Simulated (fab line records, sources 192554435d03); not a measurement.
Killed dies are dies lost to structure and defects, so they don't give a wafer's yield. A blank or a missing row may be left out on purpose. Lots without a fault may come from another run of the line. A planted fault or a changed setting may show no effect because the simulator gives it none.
Chamber matching | flow n5_finfet | N5_BEOL_M3_CO_CAP_55 on cvd_co-01: 3 sister chambers
The step material Co, precursor CCTBA/H2, target thk 2 nm, time 102.1 s. 36 wafers are shown with their chamber, then 12 later ones without.

WAFERS WITH THEIR CHAMBER
wafer  | chamber | heater_power_w (W)
L075.1 | 2       | 224
L075.2 | 0       | 230
L075.3 | 1       | 234
L075.4 | 2       | 227
L075.5 | 0       | 222
L075.6 | 1       | 234
L077.2 | 2       | 223
L077.5 | 2       | 226
L077.6 | 1       | 240
L078.1 | 1       | 236
L078.3 | 0       | 228
L078.5 | 2       | 224
L080.1 | 2       | 227
L080.2 | 1       | 235
L080.3 | 0       | 222
L080.4 | 0       | 227
L080.5 | 2       | 223
L080.6 | 1       | 242
L082.2 | 2       | 223
L082.4 | 2       | 220
L082.6 | 1       | 236
L084.3 | 1       | 244
L084.4 | 1       | 237
L084.5 | 2       | 223
L087.3 | 2       | 227
L087.4 | 2       | 222
L087.6 | 0       | 232
L088.2 | 1       | 238
L088.3 | 2       | 226
L088.5 | 2       | 226
L090.3 | 1       | 230
L090.4 | 0       | 232
L090.6 | 1       | 242
L091.1 | 0       | 223
L091.2 | 2       | 225
L091.3 | 0       | 231

SIGNATURES (means of the wafers above)
reading        | chamber 0 | chamber 1 | chamber 2 | scatter within a chamber
heater_power_w | 227.44    | 237.33    | 224.40    | 3.4
Rule: a wafer's distance from a chamber is the root of the sum, over the readings, of the square of ((its reading less the chamber's mean) divided by the reading's scatter). The wafer belongs to the nearest chamber; if the next one is less than 2 further off, it can't be placed. The scatter: the root of (the sum of the squares of (reading less its chamber's mean) over the shown wafers, divided by (wafers less chambers)).

WAFERS WITHOUT THEIR CHAMBER
wafer  | heater_power_w (W)
L091.4 | 223
L091.5 | 232
L091.6 | 226
L092.2 | 227
L092.4 | 223
L092.6 | 227
L093.2 | 231
L093.5 | 235
L093.6 | 224
L096.2 | 225
L096.3 | 229
L096.4 | 227

WHICH CHAMBER EACH WENT THROUGH
wafer  | from the rows above          | in truth
L091.4 | can't be placed: 2 or 0      | 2
L091.5 | can't be placed: 0 or 1 or 2 | 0
L091.6 | can't be placed: 0 or 2      | 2
L092.2 | can't be placed: 0 or 2      | 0
L092.4 | can't be placed: 2 or 0      | 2
L092.6 | can't be placed: 0 or 2      | 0
L093.2 | can't be placed: 0 or 1 or 2 | 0
L093.5 | can't be placed: 1 or 0      | 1
L093.6 | can't be placed: 2 or 0      | 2
L096.2 | can't be placed: 2 or 0      | 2
L096.3 | can't be placed: 0 or 2 or 1 | 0
L096.4 | can't be placed: 0 or 2      | 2
Placed correctly: 0 of 12. Can't be placed from these rows: 12 (the true chamber is among the candidates in 12). Placed wrongly: 0.
